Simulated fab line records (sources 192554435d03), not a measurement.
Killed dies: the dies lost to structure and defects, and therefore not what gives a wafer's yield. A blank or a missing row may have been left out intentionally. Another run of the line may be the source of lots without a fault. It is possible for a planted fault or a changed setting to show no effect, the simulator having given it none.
Split-lot experiment | flow n5_finfet | 21 wafers read from 7 lots, route of 1938 steps

ON THE SPLIT
At N5_BEOL_M3_EXPOSE_25 (exposes mask V2, defocus 5 nm), the setting dose_mj was moved away from the recipe's 63 on 7 of the 21 wafers read, by -6.6% to +7.4%. All remaining wafers had this setting at the recipe value.

FROM THE SPLIT TO THE READING: what the file shows between them, 2 steps
- N5_BEOL_M3_PEB_26: peb time 60 s
- N5_BEOL_M3_DEVELOP_27: develop time 30 s

THE READING
cd_nm, in nm, at N5_BEOL_M3_CD_MEAS_28 (target cd 25.7 nm, target cd y 23.3 nm). Typical for fault-free wafers on this fab line: 25.7 nm, with standard deviation 0.31 nm.

wafer  | tool, chamber at the split | dose_mj as run | against the recipe | cd_nm, nm | against lot-mates on the recipe
L075.1 | euv_scanner-01, 0          | 64.85          | +2.9%              | 25.9      | +1.0
L075.4 | euv_scanner-01, 0          | 64.85          | +2.9%              | 25.7      | +0.8
L075.6 | euv_scanner-01, 0          | 63             | recipe             | 24.9      | -
L076.1 | euv_scanner-02, 0          | 58.87          | -6.6%              | 25.0      | -1.1
L076.2 | euv_scanner-02, 0          | 63             | recipe             | 26.1      | -
L076.5 | euv_scanner-02, 0          | 58.87          | -6.6%              | 24.9      | -1.2
L084.1 | euv_scanner-02, 0          | 63             | recipe             | 25.7      | -
L084.5 | euv_scanner-02, 0          | 63             | recipe             | 25.5      | -
L084.6 | euv_scanner-02, 0          | 63             | recipe             | 25.9      | -
L089.3 | euv_scanner-02, 0          | 63             | recipe             | 25.6      | -
L089.5 | euv_scanner-02, 0          | 63             | recipe             | 25.6      | -
L089.6 | euv_scanner-02, 0          | 63             | recipe             | 25.9      | -
L094.1 | euv_scanner-01, 0          | 63             | recipe             | 26.0      | -
L094.4 | euv_scanner-01, 0          | 66.95          | +6.3%              | 27.0      | +1.0
L094.6 | euv_scanner-01, 0          | 66.95          | +6.3%              | 27.3      | +1.3
L095.4 | euv_scanner-01, 0          | 63             | recipe             | 25.7      | -
L095.5 | euv_scanner-01, 0          | 63             | recipe             | 26.1      | -
L095.6 | euv_scanner-01, 0          | 67.68          | +7.4%              | 27.4      | +1.5
L097.4 | euv_scanner-02, 0          | 63             | recipe             | 25.6      | -
L097.5 | euv_scanner-02, 0          | 63             | recipe             | 25.1      | -
L097.6 | euv_scanner-02, 0          | 63             | recipe             | 25.6      | -

FIT RESULTS
A straight line over all 21 wafers: cd_nm changes by +0.172 nm for each +1% of dose_mj; r = +0.85; the points scatter about the line by 0.38 nm.
The same after taking each lot's own level away (the mean of its wafers on the recipe; 21 wafers): +0.192 nm for each +1%; r = +0.96; scatter 0.19 nm.
According to that fit, moving dose_mj by its largest amount changes the reading by 1.4 nm.
Measured against the standard deviation above, the lots' own levels, which go from 24.90 to 26.10 nm, span 3.9 times it.
So the lot-to-lot level changes the slope little: the two slopes agree.
Check: for one of the wafers moved furthest among these (+7.4%), held out of the fit, the line's prediction against its lot-mates is +1.45 nm. It came out at +1.5 nm against them.

THE OTHER SPLITS THESE WAFERS WENT THROUGH
Other splits were also applied to these wafers ahead of the reading. Each is held against what the fit with the lots' levels taken away leaves over:
other split on the same wafers | wafers away from the commonest value | r with cd_nm (lot level and that fit taken away)
N5_BEOL_M2_COAT_62 spin_rpm    | 7                                    | -0.24
N5_BEOL_M3_COAT_61 spin_rpm    | 7                                    | -0.43
N5_BEOL_M3_COAT_05 spin_rpm    | 9                                    | -0.18

FILE'S OWN FIT
cd_nm changes by +0.194 nm for each +1% of dose_mj, r = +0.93.
